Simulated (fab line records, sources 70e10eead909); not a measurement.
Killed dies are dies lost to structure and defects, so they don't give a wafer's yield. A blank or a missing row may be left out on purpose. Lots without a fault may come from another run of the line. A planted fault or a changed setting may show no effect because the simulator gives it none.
Which tool did it? | flow nand_harc | 12 lots, 36 wafers sampled, at 1 step of a route of 1159

WHAT THE GAUGES READ, wafer by wafer
NHARC_P_M2_OVL_MEAS_10: pitch 340 nm.
lot  | measured     | on         | overlay_x_nm (nm)
L074 | day 6 15:43  | overlay-02 | 0.9 0.7 1.1
L077 | day 6 22:35  | overlay-01 | 1.2 0.7 1.1
L079 | day 7 16:10  | overlay-02 | 1.1 0.3 0.6
L081 | day 7 21:34  | overlay-01 | -0.6 -0.7 -0.1
L083 | day 8 16:24  | overlay-02 | -0.3 -0.3 -0.2
L088 | day 9 11:02  | overlay-01 | -1.8 -1.6 -1.3
L085 | day 9 14:46  | overlay-02 | -0.2 -0.2 -0.4
L090 | day 10 05:29 | overlay-01 | -0.5 -0.3 -0.2
L091 | day 10 14:07 | overlay-02 | 1.0 1.0 0.6
L092 | day 10 21:21 | overlay-01 | -0.4 -0.4 0.0
L095 | day 11 12:28 | overlay-02 | -0.2 -0.4 0.1
L096 | day 11 20:37 | overlay-02 | -0.1 0.2 0.1

WHICH TOOL RAN EACH LOT (tool, then ch and the chambers of the sampled wafers, then the start)
The record holds no process step before these readings.

THE ANSWER, worked out from the rows above alone
Rule: what is usual is taken from the lots themselves. Put in order of their means at a reading, lots are off if they are a third of the lots or fewer, leave a main group of 4 or more, and stand apart from it by a gap of 3 or more times the standard deviation of the main group's means; of several such gaps the widest counts. A main group whose means are all the same, to the digits that the tables above print for the reading, isn't used. A lot without any number at a reading at which 4 lots or more have one is off too. The other lots that the step has rows for count as sound.
No lot is off at any reading shown: from this, nothing can be told.

WHAT THE SIMULATOR HAD PUT IN
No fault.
